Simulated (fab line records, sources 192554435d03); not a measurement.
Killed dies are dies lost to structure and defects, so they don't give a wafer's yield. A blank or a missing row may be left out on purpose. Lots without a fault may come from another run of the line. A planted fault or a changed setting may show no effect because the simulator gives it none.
fab line records | flow n5_finfet
record lots=8 wafers=24 last_day=16
route steps=1938 shown BEOL_M3@944 BEOL_M4@1111 PASSIVATION@1936
lots that met no fault: from a run of the same line without faults
start_h: hours from the record's first day to the start of the lot's first wafer shown | wait_h: hours since the lot's step before | " the same as in the row above | L1.1+2: a row that stands for several wafers | - no value, or no start given | * or withheld: withheld | < > ~ a bound
route shown NAME@n: a module of which the file shows steps, and the number in the route of the first | usual: mean/standard deviation of fault-free wafers | same: alike in all rows | chamber/n: place in a boat | sites: the reading at each site | _std_site: their standard deviation | _edge_site: outer sites' mean less inner sites' | radius_mm: how far each site lies from the wafer's centre | mask NAME#n: copy n | behind: the tool/chamber that last shaped the wafer | hold: why the lot was held/for how many hours/how that ended | device: the transistor (n, p or np) that didn't switch | end of line: the same wafers' tests at the end of the route | a step without rows: its recipe alone | killed: dies lost to structure and defects at the first sort, not the wafer's yield | map: a wafer's dies, x killed, . not, _ none there
set.NAME: the setting as run; set.NAME@STEP: as run at that earlier step | model.NAME: the simulator's own value behind a step, which no gauge read
steps of the route over a sample of lots; a table a step, a row a wafer
services: from which hour (start_h, from the record's first day; less than 0 if before it) a tool's chamber was out of use, for how many hours, and why
## steps
# step N5_BEOL_M3_CD_MEAS_11
# recipe target_cd_nm=17.05 landing_energy_ev=500 detector=se_inlens polarity=opening
# usual cd_nm=17.06/0.23
# columns lot.wafer tool chamber start_h wait_h cd_nm
L270.1 cd_sem-02 0 153.54 - 16.59
L270.4 " 0 " " 17.05
L270.6 " 0 " " 16.83
L271.2 cd_sem-02 0 175.83 - 16.97
L271.3 " 0 " " 17.00
L271.5 " 0 " " 16.83
L274.1 cd_sem-02 0 186.30 - 17.35
L274.4 " 0 " " 17.73
L274.5 " 0 " " 17.19
L279.1 cd_sem-02 0 209.63 - 17.11
L279.2 " 0 " " 17.22
L279.3 " 0 " " 17.18
L281.1 cd_sem-01 0 227.09 - 17.04
L281.5 " 0 " " 16.69
L281.6 " 0 " " 16.97
L282.2 cd_sem-01 0 229.52 - 17.10
L282.3 " 0 " " 16.73
L282.5 " 0 " " 16.56
L283.2 cd_sem-01 0 238.58 - 16.77
L283.5 " 0 " " 17.31
L283.6 " 0 " " 17.06
L286.1 cd_sem-03 0 252.09 - 17.47
L286.2 " 0 " " 17.09
L286.4 " 0 " " 17.15
# step N5_BEOL_M3_DESCUM_16
# recipe chemistry=O2 time_s=7 source_power_w=50 bias_power_w=20 pressure_mtorr=20 rf_frequency_hz=2.712e+07 temp_c=40 resist=CAR-EUV o2_flow_sccm=225
# usual drypump_motor_current_A=5.4/0.48 oes_product_au=0.81/0.099 rf_vpp_V=243.5/1.5 showerhead_plenum_p_Torr=2.10/0.074 throttle_valve_pct=20.35/0.28
# columns lot.wafer tool chamber start_h wait_h drypump_motor_current_A oes_product_au rf_hours_counter_h rf_vpp_V showerhead_plenum_p_Torr throttle_valve_pct
L270.1 rie_diel-01 0 153.67 0.0 5.3 0.85 68 244.6 2.22 20.43
L270.4 " 3 " " 5.7 0.71 - 246.5 2.16 20.29
L270.6 " 0 " " 5.4 0.85 - 245.8 2.22 20.42
L271.2 rie_diel-04 3 175.99 0.1 5.9 0.70 212 243.0 1.99 20.84
L271.3 " 0 " " 5.4 0.95 14 243.1 2.06 20.25
L271.5 " 2 " " 4.7 0.92 - 245.1 2.21 20.15
L274.1 rie_diel-02 1 186.42 0.0 5.6 0.75 160 242.4 2.17 20.55
L274.4 " 1 " " 5.6 0.75 - 244.6 2.17 20.54
L274.5 " 3 " " 5.0 0.87 - 241.8 2.04 20.37
L279.1 rie_diel-02 0 210.10 0.4 6.5 0.96 3 243.7 2.13 19.76
L279.2 " 3 " " 4.9 0.85 52 242.5 2.03 20.40
L279.3 " 1 " " 5.6 0.74 169 245.7 2.17 20.55
L281.1 rie_diel-04 0 227.22 0.0 5.4 0.90 30 242.1 2.05 20.28
L281.5 " 3 " " 5.9 0.69 - 241.4 1.99 20.87
L281.6 " 0 " " 5.4 0.90 - 242.6 2.05 20.29
L282.2 rie_diel-01 0 229.64 0.0 5.3 0.81 93 245.0 2.21 20.46
L282.3 " 3 " " 5.7 0.69 209 245.2 2.15 20.33
L282.5 " 3 " " 5.7 0.70 - 244.1 2.15 20.33
L283.2 rie_diel-04 0 238.73 0.1 5.4 0.90 34 243.1 2.05 20.30
L283.5 " 3 " " 5.9 0.68 - 241.1 1.98 20.88
L283.6 " 0 " " 5.4 0.91 - 242.1 2.05 20.29
L286.1 rie_diel-01 0 252.21 0.0 5.3 0.81 100 244.8 2.21 20.47
L286.2 " 3 " " 5.7 0.68 216 244.0 2.14 20.35
L286.4 " 2 " " 5.4 0.71 200 243.7 2.08 20.59
# step N5_BEOL_M3_HM_OPEN_17
# recipe chemistry=Cl2/BCl3 target_depth_a=200 overetch_a=60 target=TiN mask_material=SOC ion_energy_ev=150 pressure_mtorr=10 icp_w=1000 bias_w=126 Cl2_flow_sccm=53.25 bcl3_flow_sccm=21.75 Ar_flow_sccm=25
# usual drypump_motor_current_A=5.6/0.33 mfc_ar_sccm=25.00/0.079 oes_product_au=0.72/0.077 throttle_valve_pct=22.06/0.15
# columns lot.wafer tool chamber start_h wait_h drypump_motor_current_A mfc_ar_sccm oes_product_au rf_hours_counter_h throttle_valve_pct
L270.1 rie_metal-01 1 153.92 0.0 5.5 24.96 0.81 2 21.95
L270.4 " 0 " " 5.2 25.07 0.76 - 21.93
L270.6 " 1 " " 5.5 25.02 0.81 - 21.96
L271.2 rie_metal-01 0 176.24 0.0 5.1 25.10 0.74 15 21.93
L271.3 " 0 " " 5.2 25.07 0.74 - 21.94
L271.5 " 1 " " 5.5 24.94 0.79 - 21.95
L274.1 rie_metal-01 1 186.67 0.0 5.5 25.08 0.76 6 21.98
L274.4 " 0 " " 5.1 24.96 0.73 - 21.96
L274.5 " 0 " " 5.1 24.96 0.73 - 21.94
L279.1 rie_metal-01 1 210.35 0.0 5.5 25.07 0.77 8 21.97
L279.2 " 0 " " 5.1 25.11 0.72 19 21.96
L279.3 " 0 " " 5.1 24.96 0.72 - 21.97
L281.1 rie_metal-02 1 227.47 0.0 5.3 24.94 0.81 6 22.40
L281.5 " 0 " " 6.2 24.86 0.55 - 22.19
L281.6 " 1 " " 5.3 24.83 0.79 - 22.39
L282.2 rie_metal-02 1 229.89 0.0 5.3 25.06 0.80 7 22.41
L282.3 " 0 " " 6.2 24.85 0.54 - 22.21
L282.5 " 1 " " 5.3 25.05 0.81 - 22.39
L283.2 rie_metal-03 0 238.97 0.0 5.6 25.06 0.68 37 22.04
L283.5 " 0 " " 5.6 25.00 0.68 - 22.03
L283.6 " 1 " " 5.8 24.90 0.75 - 21.96
L286.1 rie_metal-03 0 252.46 0.0 5.7 24.99 0.68 38 22.02
L286.2 " 1 " " 5.8 24.89 0.75 14 21.95
L286.4 " 1 " " 5.7 24.93 0.75 - 21.95
# step N5_BEOL_M3_INSPECT_30
# recipe mode=adi inspect_instrument=brightfield
# usual raw_defect_count=387/85
# columns lot.wafer tool chamber start_h wait_h raw_defect_count
L270.1 defect_inspect-02 - 154.65 0.1 226
L270.4 " - " " 404
L270.6 " - " " 277
L271.2 defect_inspect-01 - 176.83 0.0 387
L271.3 " - " " 407
L271.5 " - " " 519
L274.1 defect_inspect-02 - 187.39 0.1 284
L274.4 " - " " 402
L274.5 " - " " 389
L279.1 defect_inspect-02 - 210.94 0.1 657
L279.2 " - " " 771
L279.3 " - " " 627
L281.1 defect_inspect-01 - 228.18 0.1 463
L281.5 " - " " 522
L281.6 " - " " 453
L282.2 defect_inspect-01 - 230.60 0.0 312
L282.3 " - " " 272
L282.5 " - " " 340
L283.2 defect_inspect-02 - 239.79 0.0 388
L283.5 " - " " 325
L283.6 " - " " 333
L286.1 defect_inspect-01 - 253.05 0.1 355
L286.2 " - " " 437
L286.4 " - " " 497
# step N5_BEOL_M3_ETCH_69
# recipe chemistry=CF4 target=SiARC target_depth_a=156 mask_material=CAR-EUV time_s=26 ion_energy_ev=80 pressure_mtorr=40 source_w=545 bias_w=36 Ar_flow_sccm=100 cf4_flow_sccm=100 ends=cleared
# usual drypump_motor_current_A=5.5/0.47 etch_rf_on_time_s=25.6/0.71 mfc_ar_sccm=100.02/0.29 oes_product_au=0.70/0.093 rf_vpp_V=184.3/1.1 showerhead_plenum_p_Torr=2.16/0.07 throttle_valve_pct=15.53/0.28
# columns lot.wafer tool chamber start_h wait_h drypump_motor_current_A etch_rf_on_time_s mfc_ar_sccm oes_product_au rf_hours_counter_h rf_vpp_V showerhead_plenum_p_Torr throttle_valve_pct
L270.1 rie_diel-01 2 154.74 0.0 5.4 26.6 100.44 0.61 169 184.7 2.13 15.74
L270.4 " 0 " " 5.3 25.0 99.83 0.73 - 185.7 2.25 15.49
L270.6 " 2 " " 5.5 26.5 99.86 0.61 - 183.9 2.13 15.76
L271.2 rie_diel-01 3 176.91 0.0 5.7 25.4 99.96 0.60 193 185.6 2.22 15.68
L271.3 " 1 " " 5.9 24.6 99.81 0.88 2 183.5 2.10 15.01
L271.5 " 1 " " 6.0 24.6 99.83 0.87 - 182.2 2.10 15.03
L274.1 rie_diel-04 2 187.47 0.0 4.7 25.0 100.04 0.79 25 185.3 2.29 15.43
L274.4 " 2 " " 4.7 24.9 100.24 0.78 - 185.1 2.29 15.46
L274.5 " 0 " " 5.4 25.6 99.91 0.80 - 185.4 2.10 15.34
L279.1 rie_diel-02 2 211.03 0.0 5.1 26.8 100.10 0.59 216 182.4 2.12 15.55
L279.2 " 1 " " 5.6 25.2 100.09 0.64 169 184.9 2.23 15.85
L279.3 " 3 " " 5.0 25.4 100.14 0.73 52 183.9 2.10 15.68
L281.1 rie_diel-04 1 228.27 0.0 5.1 25.2 99.99 0.83 10 184.4 2.18 15.15
L281.5 " 2 " " 4.7 25.0 99.81 0.75 - 185.5 2.28 15.48
L281.6 " 1 " " 5.1 25.2 99.38 0.83 - 184.2 2.18 15.17
L282.2 rie_diel-01 0 230.68 0.0 5.3 24.8 100.04 0.71 93 183.1 2.24 15.56
L282.3 " 2 " " 5.4 26.2 100.48 0.61 193 183.1 2.12 15.80
L282.5 " 1 " " 6.0 24.5 99.78 0.83 - 183.4 2.10 15.05
L283.2 rie_diel-02 3 239.87 0.0 5.0 25.7 100.17 0.72 61 182.9 2.10 15.68
L283.5 " 0 " " 6.5 25.7 100.15 0.80 - 184.3 2.18 15.01
L283.6 " 1 " " 5.6 25.3 99.78 0.63 - 184.5 2.23 15.88
L286.1 rie_diel-04 3 253.13 0.0 5.9 26.7 100.26 0.58 237 181.7 2.03 16.06
L286.2 " 1 " " 5.1 25.5 100.62 0.81 17 184.6 2.18 15.17
L286.4 " 0 " " 5.4 25.6 99.93 0.77 38 182.4 2.10 15.39
# step N5_BEOL_M4_RC_MEAS_101
# usual DIBL_N=35.8/1.8 DIBL_P=35.6/2 IOFF_N=0.148/0.028 IOFF_P=0.20/0.034 ION_N=672/12 ION_P=462/8.5 SS_N=71.2/0.65 SS_P=73.1/0.67 VT_N=251/3.3 VT_P=-251/3.8
# columns lot.wafer tool chamber start_h wait_h DIBL_N[mV/V] DIBL_P[mV/V] IOFF_N[nA/um] IOFF_P[nA/um] ION_N[uA/um] ION_P[uA/um] SS_N[mV/dec] SS_P[mV/dec] VT_N[mV] VT_P[mV]
L270.1 prober-01 0 168.26 0.0 35.3 35.9 0.161 0.22 685 471 71.8 73.3 252 -248
L270.4 " 0 " " 34.6 34.8 0.154 0.20 675 462 71.3 73.1 250 -248
L270.6 " 0 " " 35.5 35.3 0.159 0.22 682 471 72.4 72.5 252 -248
L271.2 prober-01 0 192.61 0.2 36.3 34.1 0.138 0.20 662 464 71.5 73.2 253 -248
L271.3 " 0 " " 36.9 34.5 0.141 0.21 675 469 70.9 73.8 253 -248
L271.5 " 0 " " 38.3 36.7 0.175 0.24 677 468 71.1 73.7 247 -248
L274.1 prober-02 0 203.75 0.0 33.2 32.1 0.111 0.16 667 459 70.4 72.0 254 -256
L274.4 " 0 " " 34.2 33.6 0.129 0.19 674 467 70.5 72.8 250 -250
L274.5 " 0 " " 34.0 32.3 0.116 0.16 655 453 70.5 72.6 254 -253
L279.1 prober-01 0 231.54 0.0 35.1 34.7 0.135 0.18 666 458 71.8 71.9 252 -251
L279.2 " 0 " " 35.3 35.3 0.146 0.18 673 456 71.5 72.5 249 -251
L279.3 " 0 " " 34.7 34.5 0.150 0.18 697 468 70.6 72.7 248 -251
L282.2 prober-01 0 244.85 0.2 34.9 35.3 0.141 0.21 672 466 71.2 72.7 251 -248
L282.3 " 0 " " 34.6 34.7 0.142 0.21 671 473 70.9 72.8 252 -251
L282.5 " 0 " " 34.2 35.1 0.134 0.21 673 463 70.0 72.3 249 -251
L281.1 prober-02 0 247.13 0.0 39.7 38.6 0.244 0.31 677 467 73.2 74.3 245 -242
L281.5 " 0 " " 36.7 35.2 0.162 0.25 668 468 72.6 73.2 252 -243
L281.6 " 0 " " 38.2 37.0 0.192 0.27 669 459 72.4 74.0 248 -248
L283.2 prober-02 0 262.13 0.2 32.9 33.5 0.126 0.21 676 472 70.3 73.4 251 -248
L283.5 " 0 " " 35.7 35.7 0.171 0.24 688 475 71.7 74.5 247 -245
L283.6 " 0 " " 34.3 34.1 0.139 0.22 684 471 71.1 73.3 252 -244
L286.1 prober-01 0 267.31 0.0 38.5 39.8 0.191 0.25 679 463 72.1 73.7 248 -248
L286.2 " 0 " " 35.8 34.5 0.137 0.17 663 454 71.6 73.0 252 -252
L286.4 " 0 " " 35.6 36.1 0.146 0.18 683 466 71.5 73.1 251 -255
# step N5_PASSIVATION_PROBE_49
# usual defect_limited_yield=91.3/1.5 killed_at_M0_to_M3=34/11 killed_at_M4_up=14/6.1 killed_at_contacts=12/5.9 killed_at_front_end=39/11 killed_at_other=4/3.3 killed_dies=102/18 killed_on_rim=13/3.8 killed_open=67/13 killed_short=33/7.9 sort_bin_5_function=5.1/1 sort_bin_6_memory=3.3/0.7 sort_n_pass=1077/19 sort_yield_pct=91.3/1.6
# same gross_dies=1180 killed_at_back_side=0 sort_bin_4_leakage[%]=0 sort_bin_8_speed[%]=0
# columns lot.wafer tool chamber start_h wait_h defect_limited_yield[%] killed_at_M0_to_M3 killed_at_M4_up killed_at_contacts killed_at_front_end killed_at_other killed_dies killed_on_rim killed_open killed_short sort_bin_5_function[%] sort_bin_6_memory[%] sort_n_pass sort_yield_pct[%]
L270.1 prober-01 - 261.02 0.0 90.0 27 10 17 60 4 118 18 77 41 5.7 4.0 1062 90.0
L270.4 prober-01 - 261.17 0.2 90.8 36 8 13 46 6 109 14 66 42 5.0 3.9 1071 90.8
L270.6 prober-01 - 261.27 0.3 92.5 19 18 6 42 4 89 17 54 28 4.2 2.6 1091 92.5
L271.2 prober-02 - 289.01 0.1 92.6 32 19 9 27 0 87 9 58 28 4.1 3.2 1093 92.6
L271.3 prober-02 - 289.06 0.1 90.4 41 8 8 56 0 113 18 70 41 5.7 3.5 1067 90.4
L271.5 prober-02 - 289.16 0.2 90.4 51 9 9 34 10 113 17 78 35 5.0 4.3 1067 90.4
L274.1 prober-02 - 299.30 0.0 89.7 37 9 17 55 3 121 15 71 48 5.7 4.0 1059 89.7
L274.4 prober-02 - 299.45 0.2 90.5 30 16 9 55 2 112 19 71 40 5.3 4.0 1068 90.5
L274.5 prober-02 - 299.50 0.2 89.7 34 24 7 50 6 121 17 83 37 7.2 2.6 1059 89.7
L279.1 prober-01 - 328.07 0.0 86.7 102 9 6 36 4 157 35 69 32 8.6 3.2 1023 86.7
L279.2 prober-01 - 328.12 0.1 82.8 114 12 17 39 21 203 33 89 44 11.1 4.7 977 82.8
L279.3 prober-01 - 328.17 0.1 84.3 126 12 16 22 9 185 27 78 39 9.7 4.6 995 84.3
L282.2 prober-01 - 343.66 0.1 89.9 39 17 20 34 9 119 17 85 32 5.4 4.4 1061 89.9
L282.3 prober-01 - 343.71 0.1 90.4 44 22 13 28 6 113 15 83 27 6.3 3.1 1067 90.4
L282.5 prober-01 - 343.81 0.2 90.7 45 18 12 25 10 110 13 73 35 5.0 3.9 1070 90.7
L281.1 prober-02 - 348.20 0.0 91.5 23 11 12 45 9 100 12 64 35 5.3 2.9 1080 91.5
L281.5 prober-02 - 348.40 0.2 93.8 36 7 5 20 5 73 10 46 27 3.9 1.9 1107 93.8
L281.6 prober-02 - 348.45 0.3 92.3 25 21 3 35 7 91 4 58 30 5.1 2.6 1089 92.3
L286.1 prober-02 - 373.43 0.0 92.4 33 14 8 32 3 90 14 57 32 4.4 3.1 1090 92.4
L286.2 prober-02 - 373.48 0.1 93.5 20 10 17 30 0 77 10 47 20 3.4 2.3 1103 93.5
L286.4 prober-02 - 373.58 0.2 92.4 35 11 5 37 2 90 11 59 29 4.4 3.1 1090 92.4
# killed by level:class
L270.1 FIN_SAQP:geometric_particle:open=14 FIN_SAQP:geometric_particle:short=13 STI_FIN_REVEAL:geometric_particle:open=12 MOL_CONTACT_COAG:geometric_particle:open=12 BEOL_M0_SAQP:geometric_particle:open=9 STARTING-WAFER:geometric_particle:short=7 BEOL_M0:geometric_particle:open=6 BEOL_M3:geometric_particle:open=6
L270.4 MOL_CONTACT_COAG:geometric_particle:open=11 FIN_SAQP:geometric_particle:short=10 FIN_SAQP:geometric_particle:open=9 GATE_CUT:geometric_particle:short=8 GATE_CUT:geometric_particle:open=6 BEOL_M0_SAQP:geometric_particle:short=6 BEOL_M0:geometric_particle:open=6 BEOL_M2:geometric_particle:open=6
L270.6 FIN_SAQP:geometric_particle:short=10 FIN_SAQP:geometric_particle:open=10 BEOL_M4:geometric_particle:open=6 HKMG_FIN:area_etch=6 MOL_CONTACT_COAG:geometric_particle:open=5 BEOL_M2:geometric_particle:open=5 BEOL_M7:geometric_particle:open=4 DUMMY_GATE:geometric_particle:open=3
L271.2 BEOL_M0_SAQP:geometric_particle:short=8 BEOL_M4:geometric_particle:open=8 MOL_CONTACT_COAG:geometric_particle:open=7 BEOL_M0_SAQP:geometric_particle:open=7 BEOL_M2:geometric_particle:open=7 BEOL_M3:geometric_particle:open=7 FIN_SAQP:geometric_particle:open=6 STI_FIN_REVEAL:geometric_particle:open=5
L271.3 STI_FIN_REVEAL:geometric_particle:open=21 BEOL_M0_SAQP:geometric_particle:short=13 BEOL_M3:geometric_particle:open=11 BEOL_M0_SAQP:geometric_particle:open=9 FIN_SAQP:geometric_particle:open=8 STI_FIN_REVEAL:geometric_particle:short=7 MOL_CONTACT_COAG:geometric_particle:open=6 FIN_SAQP:geometric_particle:short=5
L271.5 BEOL_M3:geometric_particle:open=16 BEOL_M0_SAQP:geometric_particle:open=10 FIN_SAQP:geometric_particle:open=8 MOL_CONTACT_COAG:geometric_particle:open=8 BEOL_M0_SAQP:geometric_particle:short=8 STI_FIN_REVEAL:geometric_particle:open=7 BEOL_M0:geometric_particle:open=5 FIN_SAQP:geometric_particle:short=4
L274.1 FIN_SAQP:geometric_particle:short=16 FIN_SAQP:geometric_particle:open=12 MOL_CONTACT_COAG:geometric_particle:open=12 STI_FIN_REVEAL:geometric_particle:open=9 BEOL_M3:geometric_particle:open=9 BEOL_M2:geometric_particle:open=6 BEOL_M3:geometric_particle:short=6 MOL_CONTACT_COAG:geometric_particle:short=5
L274.4 FIN_SAQP:geometric_particle:short=12 BEOL_M3:geometric_particle:open=12 STI_FIN_REVEAL:geometric_particle:open=11 FIN_SAQP:geometric_particle:open=9 MOL_CONTACT_COAG:geometric_particle:open=9 GATE_CUT:geometric_particle:short=8 GATE_CUT:geometric_particle:open=6 BEOL_M4:geometric_particle:open=6
L274.5 BEOL_M2:geometric_particle:open=12 FIN_SAQP:geometric_particle:open=9 FIN_SAQP:geometric_particle:short=9 BEOL_M4:geometric_particle:open=9 STI_FIN_REVEAL:geometric_particle:open=6 GATE_CUT:geometric_particle:open=6 BEOL_M0_SAQP:geometric_particle:open=6 MOL_CONTACT_COAG:geometric_particle:open=5
L279.1 BEOL_M3:unspecified=53 BEOL_M0_SAQP:geometric_particle:open=12 GATE_CUT:geometric_particle:open=12 BEOL_M1:geometric_particle:open=8 BEOL_M0:geometric_particle:open=7 BEOL_M0_SAQP:geometric_particle:short=6 BEOL_M1:geometric_particle:short=6 FIN_SAQP:geometric_particle:open=5
L279.2 BEOL_M3:unspecified=69 MOL_CONTACT_COAG:geometric_particle:open=14 BEOL_M0_SAQP:geometric_particle:short=10 STI_FIN_REVEAL:geometric_particle:open=9 BEOL_M0_SAQP:geometric_particle:open=9 BEOL_M1:geometric_particle:open=8 BEOL_M3:geometric_particle:open=6 FIN_SAQP:geometric_particle:open=5
L279.3 BEOL_M3:unspecified=68 MOL_CONTACT_COAG:geometric_particle:open=13 BEOL_M0_SAQP:geometric_particle:open=13 BEOL_M0_SAQP:geometric_particle:short=11 BEOL_M3:geometric_particle:open=11 BEOL_M1:geometric_particle:open=10 BEOL_M1:geometric_particle:short=6 DUMMY_GATE:geometric_particle:open=5
L282.2 MOL_CONTACT_COAG:geometric_particle:open=16 BEOL_M3:geometric_particle:open=14 FIN_SAQP:geometric_particle:open=9 BEOL_M0_SAQP:geometric_particle:short=8 STI_FIN_REVEAL:geometric_particle:open=7 BEOL_M4:geometric_particle:open=7 BEOL_M0_SAQP:geometric_particle:open=6 DUMMY_GATE:geometric_particle:open=4
L282.3 BEOL_M3:geometric_particle:open=18 MOL_CONTACT_COAG:geometric_particle:open=8 BEOL_M0_SAQP:geometric_particle:open=8 FIN_SAQP:geometric_particle:open=7 STI_FIN_REVEAL:geometric_particle:open=7 BEOL_M4:geometric_particle:open=7 STARTING-WAFER:geometric_particle:short=6 MOL_CONTACT_COAG:geometric_particle:short=5
L282.5 BEOL_M0_SAQP:geometric_particle:open=14 BEOL_M4:geometric_particle:open=12 BEOL_M0_SAQP:geometric_particle:short=10 MOL_CONTACT_COAG:geometric_particle:open=9 BEOL_M3:geometric_particle:open=9 FIN_SAQP:geometric_particle:short=7 BEOL_M2:geometric_particle:open=6 GATE_CUT:geometric_particle:open=5
L281.1 STI_FIN_REVEAL:geometric_particle:open=11 MOL_CONTACT_COAG:geometric_particle:open=9 FIN_SAQP:geometric_particle:short=8 BEOL_M4:geometric_particle:open=7 GATE_CUT:geometric_particle:short=6 BEOL_M0_SAQP:geometric_particle:short=6 STARTING-WAFER:geometric_particle:open=6 FIN_SAQP:geometric_particle:open=5
L281.5 BEOL_M3:geometric_particle:open=10 BEOL_M1:geometric_particle:open=7 GATE_CUT:geometric_particle:short=5 BEOL_M2:geometric_particle:open=5 MOL_CONTACT_COAG:geometric_particle:open=4 BEOL_M0_SAQP:geometric_particle:short=4 BEOL_M3:geometric_particle:short=4 STI_FIN_REVEAL:geometric_particle:open=3
L281.6 FIN_SAQP:geometric_particle:open=7 STI_FIN_REVEAL:geometric_particle:open=7 BEOL_M0_SAQP:geometric_particle:open=6 BEOL_M1:geometric_particle:open=6 BEOL_M4:geometric_particle:short=6 BEOL_M2:geometric_particle:open=5 BEOL_M4:geometric_particle:open=5 FIN_SAQP:geometric_particle:short=4
L286.1 BEOL_M0_SAQP:geometric_particle:short=12 FIN_SAQP:geometric_particle:short=9 MOL_CONTACT_COAG:geometric_particle:open=8 BEOL_M3:geometric_particle:open=8 FIN_SAQP:geometric_particle:open=7 BEOL_M0_SAQP:geometric_particle:open=7 STI_FIN_REVEAL:geometric_particle:open=6 BEOL_M4:geometric_particle:open=4
L286.2 MOL_CONTACT_COAG:geometric_particle:open=11 FIN_SAQP:geometric_particle:open=7 BEOL_M4:geometric_particle:open=7 HKMG_FIN:area_etch=6 MOL_CONTACT_COAG:geometric_particle:short=5 BEOL_M0_SAQP:geometric_particle:short=5 FIN_SAQP:geometric_particle:short=4 BEOL_M0_SAQP:geometric_particle:open=4
L286.4 FIN_SAQP:geometric_particle:open=17 BEOL_M0_SAQP:geometric_particle:open=9 FIN_SAQP:geometric_particle:short=8 BEOL_M3:geometric_particle:open=7 BEOL_M0:geometric_particle:open=6 BEOL_M4:geometric_particle:open=6 MOL_CONTACT_COAG:geometric_particle:open=5 BEOL_M0_SAQP:geometric_particle:short=5
## services
# columns tool chamber start_h hours kind
rie_metal-02 1 136.39 1.8 repair
rie_metal-03 1 145.12 1.7 repair
rie_metal-01 - 148.56 1.0 repair
rie_diel-01 1 151.64 - clean
rie_diel-01 1 151.64 - consumable_replace:focus_ring
rie_diel-01 1 151.64 17.7 scheduled_down
rie_diel-01 1 151.64 17.7 vent_cycle
rie_diel-04 1 178.16 - clean
rie_diel-04 1 178.16 - consumable_replace:focus_ring
rie_diel-04 1 178.16 17.2 scheduled_down
rie_diel-04 1 178.16 17.2 vent_cycle
rie_diel-02 0 185.57 - clean
rie_diel-02 0 185.57 - consumable_replace:focus_ring
rie_diel-02 0 185.57 15.5 scheduled_down
rie_diel-02 0 185.57 15.5 vent_cycle
rie_diel-01 1 187.31 5.4 repair
rie_metal-02 1 206.40 14.0 repair
rie_metal-02 0 219.95 4.2 repair
rie_diel-02 0 227.10 2.8 repair
rie_metal-03 - 234.61 0.4 repair
## key
first_sign step=N5_BEOL_M3_INSPECT_30 reading=raw_defect_count direction=up sigmas=3.5 usual=387 struck=685
effect step=N5_PASSIVATION_PROBE_49 reading=killed_at_M0_to_M3 direction=up sigmas=7.2 usual=34 struck=114
more_kills_born_at N5_BEOL_M3_HM_OPEN_17@rie_metal-01=190
met_at N5_BEOL_M3_HM_OPEN_17
struck_lots L279
not_acting_at N5_BEOL_M3_CD_MEAS_11,N5_BEOL_M3_DESCUM_16,N5_BEOL_M3_ETCH_69
onset_between 186.67 210.35
fault kind=chamber_particle_source tool=rie_metal-01 chamber=- onset_h=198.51 steps=N5_BEOL_M3_HM_OPEN_17 rate_per_visit_cm2=0.37982 end_h=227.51
